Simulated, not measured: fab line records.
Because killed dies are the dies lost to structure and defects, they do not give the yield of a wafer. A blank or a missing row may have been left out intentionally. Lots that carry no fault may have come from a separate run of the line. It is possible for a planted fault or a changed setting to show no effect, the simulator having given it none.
Matching of chambers    flow nand harc    4 sister chambers for NHARC_A_CONTACT_DESCUM_13 on rie diel-01
The step chemistry O2, time 3 s. 4 wafers are shown with their chamber, then 7 later ones without.

WAFERS WITH THEIR CHAMBER
wafer   chamber  drypump motor current A (A)
L082.2  0        5.44
L084.2  3        5.68
L095.1  2        6.10
L095.3  1        6.08

WAFERS WHOSE CHAMBER IS MISSING
wafer   drypump motor current A (A)
L095.6  5.71
L094.2  5.65
L094.4  6.10
L094.5  6.06
L097.1  6.10
L097.2  6.14
L097.3  5.67

THE CHAMBER EACH PASSED THROUGH
wafer   from the rows above      in truth
L095.6  3                        3
L094.2  3                        3
L094.4  can't be placed: 2 or 1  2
L094.5  can't be placed: 1 or 2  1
L097.1  can't be placed: 2 or 1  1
L097.2  can't be placed: 2 or 1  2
L097.3  3                        3
Correctly placed: 3 of 7. Can't be placed from these rows: 4 (the true chamber is among the candidates in 4). Number placed wrongly: 0.
How it was worked out, from the rows above alone: a wafer's distance from a chamber is the root of the sum, over the readings, of the square of ((its reading less the chamber's mean) divided by the reading's scatter). The wafer belongs to the nearest chamber; if the next one is less than 2 further off, it can't be placed. A chamber's mean is the mean of its shown wafers. The scatter: with one shown wafer a chamber, the root of the mean of the squares of how far each hidden wafer lies from its nearest shown one.
